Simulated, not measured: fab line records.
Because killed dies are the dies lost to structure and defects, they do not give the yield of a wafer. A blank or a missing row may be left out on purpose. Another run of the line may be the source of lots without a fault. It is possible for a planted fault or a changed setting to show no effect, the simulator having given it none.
fab line records | flow n5Finfet
record: lots: 7 wafers: 21
route steps=1938 shown WELL_APT@39 FIN_SAQP@102 DUMMY_GATE@215 SPACER0@260
startH: the number of hours between the record's first day and the start of the first shown wafer of the lot | waitH: hours elapsed since this lot's preceding step | " unchanged from the row above | L1.1+2: one row covering several wafers at once | - no value, or no start was given | * or withheld: withheld | < > ~ a bound
route shown NAME@n: NAME is a module with steps in the file, n the number in the route of the first one | usual: mean and standard deviation over wafers with no fault | same: alike in all rows | chamber/n: place in a boat | sites: the reading at each site | _std_site: standard deviation across them | _edge_site: inner sites' mean taken away from outer sites' mean | radiusMm: for every site, how far away it sits from the centre of the wafer | mask NAME#n: copy n | behind: tool/chamber where the wafer was last shaped | hold: the reason the lot was held/the length of the hold in hours/how it ended | device: whichever transistor did not switch (one of n, p or np) | end of line: the tests these same wafers got at the end of their route | a step without rows: its recipe alone | killed: not the wafer's yield, but the dies lost to structure and defects at the first sort | map: dies across one wafer; x = killed, . = not, _ = none there
set.NAME: setting as actually run; set.NAME@STEP: the setting as run at that earlier step | model.NAME: the simulator's own value behind a step, which no gauge read
lots with deliberately changed settings; one table per step, one row per wafer
== steps ==
step: N5_WELL_APT_EXPOSE_22
recipe: maskId: PWELL na: 0.8 sourceShape: conventional sigmaOuter: 0.8 polarization: unpolarized defocusNm: 0 targetCdNm: 200 doseMj: 23.2
columns lot.wafer tool chamber startH waitH mask set.doseMj
L076.1 krfScanner-01 0 26.88 - PWELL#0 23.2
L076.2+3 " 0 " " PWELL#0 22.28
L078.4+6 krfScanner-01 0 38.80 - PWELL#0 22.69
L078.5 " 0 " " PWELL#0 23.2
L082.3+5 krfScanner-01 0 62.66 - PWELL#0 23.2
L082.6 " 0 " " PWELL#0 24.29
L085.2+3 krfScanner-01 0 80.84 - PWELL#0 23.75
L085.4 " 0 " " PWELL#0 23.2
L086.2+6 krfScanner-01 0 86.54 - PWELL#0 23.2
L086.5 " 0 " " PWELL#0 22.53
L089.1+2+4 krfScanner-01 0 104.80 - PWELL#0 23.2
L091.1+3 krfScanner-01 0 116.92 - PWELL#0 23.2
L091.4 " 0 " " PWELL#0 22.21
step: N5_WELL_APT_PEB_23
recipe: pebTempC: 130 pebTimeS: 90
columns lot.wafer tool chamber startH waitH set.pebTempC
L076.1+2 lithoTrack-02 0 26.94 0.1 132.4
L076.3 " 0 " " 130
L078.4 lithoTrack-05 0 38.84 0.0 133.3
L078.5+6 " 0 " " 130
L082.3 lithoTrack-02 0 62.70 0.0 131
L082.5+6 " 0 " " 130
L085.2 lithoTrack-02 0 80.90 0.0 130
L085.3+4 " 0 " " 127.6
L086.2+5+6 lithoTrack-03 0 86.59 0.0 130
L089.1+2+4 lithoTrack-03 0 104.86 0.1 130
L091.1+3+4 lithoTrack-05 0 116.98 0.1 130
step: N5_WELL_APT_DEVELOP_24
recipe: developTimeS: 45 rinseLiquid: surfactantRinse dry: airSpin devTempC: 21
step: N5_WELL_APT_HARDBAKE_29
recipe: tempC: 130 timeS: 120
step: N5_WELL_APT_CD_MEAS_25
recipe: targetCdNm: 200 landingEnergyEv: 500 detector: seInlens
usual: cdNm: 199.9/1.9
columns lot.wafer tool chamber startH waitH set.doseMj@WELL_APT_EXPOSE_22 set.pebTempC@WELL_APT_PEB_23 cdNm
L076.1 cdSem-03 0 27.06 - 23.2 132.4 210.1
L076.2 " 0 " " 22.28 132.4 206.2
L076.3 " 0 " " 22.28 130 189.1
L078.4 cdSem-03 0 38.95 - 22.69 133.3 212.4
L078.5 " 0 " " 23.2 130 198.2
L078.6 " 0 " " 22.69 130 194.3
L082.3 cdSem-02 0 62.82 - 23.2 131 205.0
L082.5 " 0 " " 23.2 130 201.7
L082.6 " 0 " " 24.29 130 205.1
L085.2 cdSem-01 0 81.01 - 23.75 130 202.3
L085.3 " 0 " " 23.75 127.6 189.0
L085.4 " 0 " " 23.2 127.6 181.3
L086.2 cdSem-02 0 86.70 - 23.2 130 199.5
L086.5 " 0 " " 22.53 130 196.5
L086.6 " 0 " " 23.2 130 200.4
L089.1 cdSem-02 0 104.97 - 23.2 130 201.3
L089.2 " 0 " " 23.2 130 201.6
L089.4 " 0 " " 23.2 130 200.9
L091.1 cdSem-01 0 117.10 - 23.2 130 198.4
L091.3 " 0 " " 23.2 130 197.1
L091.4 " 0 " " 22.21 130 191.4
step: N5_WELL_APT_DESCUM_30
recipe: chemistry: O2 timeS: 7.9 sourcePowerW: 50 biasPowerW: 20 pressureMtorr: 20 rfFrequencyHz: 2.712e+07 tempC: 40 o2FlowSccm: 225
columns lot.wafer tool chamber startH waitH set.doseMj@WELL_APT_EXPOSE_22 set.pebTempC@WELL_APT_PEB_23 model.WELL_APT.cdNm
L076.1 rieDiel-06 0 27.14 0.0 23.2 132.4 210.4
L076.2 " 1 " " 22.28 132.4 205.6
L076.3 " 3 " " 22.28 130 189.1
L078.4 rieDiel-02 0 39.58 0.6 22.69 133.3 212.4
L078.5 " 1 " " 23.2 130 198.2
L078.6 " 3 " " 22.69 130 194.6
L082.3 rieDiel-05 1 62.91 0.0 23.2 131 204.6
L082.5 " 3 " " 23.2 130 201.4
L082.6 " 2 " " 24.29 130 205.4
L085.2 rieDiel-02 0 81.35 0.3 23.75 130 202.5
L085.3 " 1 " " 23.75 127.6 189.3
L085.4 " 2 " " 23.2 127.6 181.1
L086.2 rieDiel-06 1 86.79 0.0 23.2 130 199.5
L086.5 " 3 " " 22.53 130 196.4
L086.6 " 1 " " 23.2 130 200.2
L089.1 rieDiel-02 0 105.09 0.1 23.2 130 201.4
L089.2 " 2 " " 23.2 130 202.1
L089.4 " 3 " " 23.2 130 201.2
L091.1 rieDiel-06 1 117.18 0.0 23.2 130 198.1
L091.3 " 3 " " 23.2 130 196.9
L091.4 " 2 " " 22.21 130 191.9
step: N5_FIN_SAQP_HM_DEP_72
recipe: material: SiO2 targetThkA: 120 tempC: 400 precursor: SiH4/N2O pressureTorr: 0.75 rfW: 275 timeS: 7.2
columns lot.wafer tool chamber startH waitH set.timeS model.SiO2_of_FIN_SAQP_HM_DEP_72.thkNm
L076.1 pecvd-01 2 33.38 0.0 7.748 12.66
L076.2 " 0 " " 7.2 11.69
L076.3 " 1 " " 7.2 12.03
L078.4 pecvd-01 0 46.58 0.1 7.2 11.77
L078.5 " 2 " " 7.2 11.72
L078.6 " 1 " " 7.2 12.06
L082.3 pecvd-01 0 69.51 0.0 6.637 10.81
L082.5 " 1 " " 7.2 11.85
L082.6 " 0 " " 6.637 11.02
L085.2 pecvd-03 1 87.89 0.0 7.2 11.85
L085.3 " 2 " " 7.2 11.8
L085.4 " 2 " " 7.2 12.05
L086.2 pecvd-01 2 92.80 0.0 7.2 11.92
L086.5 " 2 " " 7.2 11.95
L086.6 " 1 " " 7.2 12.14
L089.1 pecvd-02 0 111.72 0.0 7.2 11.84
L089.2 " 1 " " 7.2 11.9
L089.4 " 1 " " 7.2 12.14
L091.1 pecvd-01 1 123.76 0.0 7.2 11.85
L091.3 " 2 " " 7.2 12.02
L091.4 " 0 " " 7.2 12.05
step: N5_FIN_SAQP_COAT_49
recipe: resist: SOC tempC: 250 timeS: 60 spinRpm: 1500 resistThkNm: 100
columns lot.wafer tool chamber startH waitH set.spinRpm model.SOC_of_FIN_SAQP_COAT_49.thkNm
L076.1 lithoTrack-05 0 33.46 0.1 1634 95.95
L076.2 " 0 " " 1500 99.84
L076.3 " 0 " " 1634 95.81
L078.4 lithoTrack-02 0 46.63 0.0 1419 102.5
L078.5 " 0 " " 1500 100.2
L078.6 " 0 " " 1419 103
L082.3 lithoTrack-05 0 69.58 0.1 1500 100.3
L082.5 " 0 " " 1500 100.1
L082.6 " 0 " " 1552 98.25
L085.2 lithoTrack-05 0 87.96 0.1 1500 100.2
L085.3 " 0 " " 1336 105.7
L085.4 " 0 " " 1500 100.1
L086.2 lithoTrack-02 0 92.87 0.1 1500 100
L086.5 " 0 " " 1366 104.9
L086.6 " 0 " " 1366 105
L089.1+4 lithoTrack-04 0 111.80 0.1 1500 99.72
L089.2 " 0 " " 1500 99.89
L091.1 lithoTrack-04 0 123.84 0.1 1604 96.76
L091.3 " 0 " " 1500 100.1
L091.4 " 0 " " 1604 96.77
step: N5_FIN_SAQP_COAT_50
recipe: resist: SiARC tempC: 220 timeS: 60 spinRpm: 1500 resistThkNm: 35
step: N5_FIN_SAQP_COAT_10
recipe: resist: CAR-ArF spinRpm: 1500 resistThkNm: 90
step: N5_FIN_SAQP_DESCUM_21
recipe: chemistry: O2 timeS: 7.9 sourcePowerW: 50 biasPowerW: 20 pressureMtorr: 20 rfFrequencyHz: 2.712e+07 tempC: 40 resist: CAR-ArF o2FlowSccm: 225
step: N5_FIN_SAQP_ETCH_51
recipe: chemistry: CF4 target: SiARC targetDepthA: 455 maskMaterial: CAR-ArF timeS: 75.8 ionEnergyEv: 80 pressureMtorr: 40 sourceW: 545 biasW: 36 Ar_flow_sccm: 100 cf4FlowSccm: 100 ends: cleared
step: N5_FIN_SAQP_ETCH_52
recipe: chemistry: N2/H2 target: SOC targetDepthA: 1000 overetchA: 200 maskMaterial: SiARC tempC: 40 timeS: 150 ionEnergyEv: 200 pressureMtorr: 30 sourceW: 840 biasW: 150 n2FlowSccm: 200 h2FlowSccm: 200 ends: endPoint
columns lot.wafer tool chamber startH waitH set.spinRpm@FIN_SAQP_COAT_49 model.etch.depthNm
L076.1 rieDiel-05 1 34.02 0.0 1634 95.95
L076.2 " 3 " " 1500 99.84
L076.3 " 2 " " 1634 95.81
L078.4 rieDiel-05 2 47.06 0.0 1419 102.5
L078.5 " 0 " " 1500 100.2
L078.6 " 3 " " 1419 103
L082.3 rieDiel-06 2 70.14 0.0 1500 100.3
L082.5 " 3 " " 1500 100.1
L082.6 " 0 " " 1552 98.25
L085.2 rieDiel-06 3 88.40 0.0 1500 100.2
L085.3 " 1 " " 1336 105.7
L085.4 " 0 " " 1500 100.1
L086.2 rieDiel-05 0 93.55 0.0 1500 100
L086.5 " 0 " " 1366 104.9
L086.6 " 1 " " 1366 105
L089.1+4 rieDiel-05 1,3 112.23 0.0 1500 99.72
L089.2 " 2 " " 1500 99.89
L091.1 rieDiel-05 3 124.43 0.0 1604 96.76
L091.3 " 1 " " 1500 100.1
L091.4 " 0 " " 1604 96.77
step: N5_FIN_SAQP_STRIP_53
recipe: chemistry: N2/H2 tempC: 40 n2FlowSccm: 200 h2FlowSccm: 200 rfFrequencyHz: 6e+07
step: N5_FIN_SAQP_HM_OPEN_73
recipe: chemistry: CHF3/O2 target: SiO2 stopOn: a-Si targetDepthA: 120 overEtchFrac: 1.8 maskMaterial: SOC timeS: 16.8 pressureMtorr: 30 sourceW: 650 biasW: 170 Ar_flow_sccm: 200 CHF3_flow_sccm: 50 O2_flow_sccm: 5 ionEnergyEv: 200 ends: endPoint
columns lot.wafer tool chamber startH waitH set.timeS@FIN_SAQP_HM_DEP_72 model.etch.depthNm
L076.1 rieDiel-05 1 34.13 0.0 7.748 12.66
L076.2 " 3 " " 7.2 11.69
L076.3 " 2 " " 7.2 12.03
L078.4 rieDiel-05 2 47.17 0.0 7.2 11.77
L078.5 " 0 " " 7.2 11.72
L078.6 " 3 " " 7.2 12.06
L082.3 rieDiel-06 2 70.25 0.0 6.637 10.81
L082.5 " 3 " " 7.2 11.85
L082.6 " 0 " " 6.637 11.02
L085.2 rieDiel-06 3 88.50 0.0 7.2 11.85
L085.3 " 1 " " 7.2 11.8
L085.4 " 0 " " 7.2 12.05
L086.2 rieDiel-05 0 93.66 0.0 7.2 11.92
L086.5 " 0 " " 7.2 11.95
L086.6 " 1 " " 7.2 12.14
L089.1 rieDiel-05 1 112.34 0.0 7.2 11.84
L089.2 " 2 " " 7.2 11.9
L089.4 " 3 " " 7.2 12.14
L091.1 rieDiel-05 3 124.54 0.0 7.2 11.85
L091.3 " 1 " " 7.2 12.02
L091.4 " 0 " " 7.2 12.05
step: N5_DUMMY_GATE_CVD_03
recipe: material: a-Si targetThkA: 1500 tempC: 530 precursor: SiH4 timeS: 8042
columns lot.wafer tool chamber startH waitH set.tempC model.a-Si_of_DUMMY_GATE_CVD_03.thkNm
L076.1 - - - 0.1 520.4 115
L076.2 " - " " 520.4 114.8
L076.3 " - " " 520.4 115.8
L078.4 - - - 0.1 511.2 89.4
L078.5+6 " - " " 511.2 87
L082.3 - - - 0.1 552 274
L082.5 " - " " 552 274.4
L082.6 " - " " 552 275.6
L085.2 - - - 0.1 506.6 78.6
L085.3 " - " " 506.6 77.2
L085.4 " - " " 506.6 78.2
L086.2+6 - - - 6.8 530 149.6
L086.5 " - " " 530 150
L089.1 lpcvd-01 1/15 127.36 0.1 530 152.6
L089.2 " 1/20 " " 530 151
L089.4 " 1/29 " " 530 152
L091.1 - - - 3.3 530 151.2
L091.3 " - " " 530 150.2
L091.4 " - " " 530 149.8
step: N5_DUMMY_GATE_PECVD_30
recipe: material: SiO2 targetThkA: 550 tempC: 400 precursor: TEOS/O2 pressureTorr: 6.5 rfW: withheld teosFlowSccm: withheld gas: O2 flowSccm: 2650 timeS: 10.8
columns lot.wafer tool chamber startH waitH set.timeS model.SiO2_of_DUMMY_GATE_PECVD_30.thkNm
L076.1 pecvd-04 0 58.61 0.0 10.8 54.8
L076.2 " 2 " " 10.8 55.2
L076.3 " 1 " " 11.94 61.2
L078.4 pecvd-04 2 72.45 0.1 10.8 55.8
L078.5 " 0 " " 11.76 58.8
L078.6 " 1 " " 10.8 55
L082.3 pecvd-04 1 92.66 0.0 10.8 54.6
L082.5 " 1 " " 10.8 55.2
L082.6 " 2 " " 10.8 56
L085.2 pecvd-02 0 117.27 0.0 12.1 61.8
L085.3 " 1 " " 10.8 55.6
L085.4 " 0 " " 10.8 56.8
L086.2 pecvd-03 0 127.29 0.0 10.8 54
L086.5 " 2 " " 10.8 54.2
L086.6 " 0 " " 10.8 55
L089.1 pecvd-04 2 138.86 0.0 10.8 54.6
L089.2 " 0 " " 10.8 54.2
L089.4 " 2 " " 10.8 56
L091.1 pecvd-04 1 153.58 0.0 10.8 55.6
L091.3 " 2 " " 10.8 54.6
L091.4 " 2 " " 10.39 54
step: N5_DUMMY_GATE_COAT_34
recipe: resist: SOC tempC: 250 timeS: 60 spinRpm: 1500 resistThkNm: 60
step: N5_DUMMY_GATE_COAT_35
recipe: resist: SiARC tempC: 220 timeS: 60 spinRpm: 1500 resistThkNm: 10
step: N5_DUMMY_GATE_ETCH_31
recipe: chemistry: C4F6/O2 target: SiO2 maskMaterial: SOC targetDepthA: 825 timeS: 27.5 ionEnergyEv: 250 pressureMtorr: 30 sourceW: 345 biasW: 185 Ar_flow_sccm: 300 C4F6_flow_sccm: 10 O2_flow_sccm: 10
step: N5_DUMMY_GATE_STRIP_41
recipe: chemistry: O2 powerW: 400 tempC: 40 pressureMtorr: 30 rfFrequencyHz: 6e+07 biasPowerW: 0 overashFraction: 0.3 o2FlowSccm: 225
step: N5_DUMMY_GATE_HM_OPEN_21
recipe: chemistry: CH3F/O2 target: SiNx targetDepthA: 1200 Ar_flow_sccm: 150 CH3F_flow_sccm: 30 O2_flow_sccm: 23 timeS: 171.4 pressureMtorr: 30 sourceW: 395 biasW: 73 ionEnergyEv: 120.7
columns lot.wafer tool chamber startH waitH set.timeS@DUMMY_GATE_PECVD_30 model.SiO2_of_DUMMY_GATE_PECVD_30.thkNm
L076.1 rieDiel-01 1 59.79 0.0 10.8 44.8
L076.2 " 2 " " 10.8 45.4
L076.3 " 3 " " 11.94 51.2
L078.4 rieDiel-04 0 73.40 0.0 10.8 45.8
L078.5 " 2 " " 11.76 48.6
L078.6 " 1 " " 10.8 45
L082.3 rieDiel-04 1 94.13 0.0 10.8 44.6
L082.5 " 3 " " 10.8 45.2
L082.6 " 1 " " 10.8 46
L085.2 rieDiel-04 3 118.73 0.0 12.1 51.8
L085.3 " 1 " " 10.8 45.6
L085.4 " 0 " " 10.8 47
L086.2 rieDiel-04 2 129.18 0.0 10.8 43.8
L086.5 " 1 " " 10.8 44.2
L086.6 " 0 " " 10.8 45
L089.1 rieDiel-01 1 139.95 0.0 10.8 44.8
L089.2 " 3 " " 10.8 44.2
L089.4 " 0 " " 10.8 46.2
L091.1 rieDiel-01 1 154.54 0.0 10.8 45.8
L091.3 " 3 " " 10.8 44.8
L091.4 " 3 " " 10.39 44.2
step: N5_DUMMY_GATE_ETCH_32
recipe: chemistry: CF4 target: SiO2 targetDepthA: 35 timeS: 3.9 ionEnergyEv: 350 pressureMtorr: 10 icpW: 800 biasW: 400 cf4FlowSccm: 80
step: N5_DUMMY_GATE_ETCH_23
recipe: chemistry: HBr/Cl2/O2 HBr_flow_sccm: 150 Cl2_flow_sccm: 80 O2_flow_sccm: 12 biasW: 102 targetDepthA: 410 timeS: 22.3 target: poly-Si maskMaterial: SiO2 pressureMtorr: 10 icpW: 800
columns lot.wafer tool chamber startH waitH set.timeS@DUMMY_GATE_PECVD_30 model.SiO2_of_DUMMY_GATE_PECVD_30.thkNm
L076.1 rieSi-02 1 59.98 0.0 10.8 38.8
L076.2 " 3 " " 10.8 39.4
L076.3 " 2 " " 11.94 45.2
L078.4 rieSi-05 0 73.59 0.0 10.8 39.8
L078.5 " 1 " " 11.76 42.6
L078.6 " 2 " " 10.8 39.2
L082.3 rieSi-02 1 94.32 0.0 10.8 38.6
L082.5 " 0 " " 10.8 39.2
L082.6 " 2 " " 10.8 39.8
L085.2 rieSi-05 2 118.93 0.0 12.1 46
L085.3 " 3 " " 10.8 39.8
L085.4 " 2 " " 10.8 41.2
L086.2 rieSi-02 3 129.38 0.0 10.8 37.8
L086.5 " 0 " " 10.8 38.2
L086.6 " 3 " " 10.8 39
L089.1 rieSi-05 2 140.14 0.0 10.8 39
L089.2 " 0 " " 10.8 38.2
L089.4 " 3 " " 10.8 40.2
L091.1 rieSi-06 0 154.73 0.0 10.8 39.8
L091.3 " 2 " " 10.8 38.6
L091.4 " 1 " " 10.39 38.2
step: N5_SPACER0_ALD_08
recipe: material: SiNx targetThkA: 20 tempC: 400 aldPrecursorFamily: SiH2I2 aldCoReactant: N2/H2-plasma pressureTorr: 2
columns lot.wafer tool chamber startH waitH set.targetThkA
L076.1 aldSin-01 0 60.90 0.1 20
L076.2+3 " 2,1 " " 19.06
L078.4+5+6 aldSin-01 2,3,0 74.49 0.1 20
L082.3+6 aldSin-03 1,2 95.67 0.1 21.92
L082.5 " 1 " " 20
L085.2 aldSin-02 3 119.82 0.1 20
L085.3+4 " 2,0 " " 22.56
L086.2+6 aldSin-01 0,2 130.27 0.1 20
L086.5 " 3 " " 21.42
L089.1+2+4 aldSin-01 2,3,0 141.05 0.1 20
L091.1+4 aldSin-02 1,0 155.63 0.1 20
L091.3 " 3 " " 21.5
== key ==
split: step: N5_WELL_APT_EXPOSE_22 setting: doseMj stated: 23.2 by: wafer
response: step: N5_WELL_APT_CD_MEAS_25 reading: cdNm slope: +1.45 per: 1% togetherWith: pebTempC@WELL_APT_PEB_23 explained: 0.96
response: step: N5_WELL_APT_DESCUM_30 reading: model.WELL_APT.cdNm slope: +1.47 per: 1% togetherWith: pebTempC@WELL_APT_PEB_23 explained: 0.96
split: step: N5_WELL_APT_PEB_23 setting: pebTempC stated: 130 by: wafer
response: step: N5_WELL_APT_CD_MEAS_25 reading: cdNm change: +7.87 per: 1% r: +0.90
response: step: N5_WELL_APT_DESCUM_30 reading: model.WELL_APT.cdNm change: +7.82 per: 1% r: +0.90
split: step: N5_FIN_SAQP_HM_DEP_72 setting: timeS stated: 7.2 by: wafer
response: step: N5_FIN_SAQP_HM_DEP_72 reading: model.SiO2_of_FIN_SAQP_HM_DEP_72.thkNm change: +0.113 per: 1% r: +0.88
response: step: N5_FIN_SAQP_HM_OPEN_73 reading: model.etch.depthNm change: +0.113 per: 1% r: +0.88
split: step: N5_FIN_SAQP_COAT_49 setting: spinRpm stated: 1500 by: wafer
response: step: N5_FIN_SAQP_COAT_49 reading: model.SOC_of_FIN_SAQP_COAT_49.thkNm change: -0.5 per: 1% r: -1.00
response: step: N5_FIN_SAQP_ETCH_52 reading: model.etch.depthNm change: -0.5 per: 1% r: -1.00
split: step: N5_DUMMY_GATE_CVD_03 setting: tempC stated: 530 by: lot
response: step: N5_DUMMY_GATE_CVD_03 reading: model.a-Si_of_DUMMY_GATE_CVD_03.thkNm change: +22.6 per: 1% r: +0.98
split: step: N5_DUMMY_GATE_PECVD_30 setting: timeS stated: 10.8 by: wafer
response: step: N5_DUMMY_GATE_PECVD_30 reading: model.SiO2_of_DUMMY_GATE_PECVD_30.thkNm change: +0.478 per: 1% r: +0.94
response: step: N5_DUMMY_GATE_HM_OPEN_21 reading: model.SiO2_of_DUMMY_GATE_PECVD_30.thkNm change: +0.467 per: 1% r: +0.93
response: step: N5_DUMMY_GATE_ETCH_23 reading: model.SiO2_of_DUMMY_GATE_PECVD_30.thkNm change: +0.463 per: 1% r: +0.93
split: step: N5_SPACER0_ALD_08 setting: targetThkA stated: 20 by: wafer
response none in this file
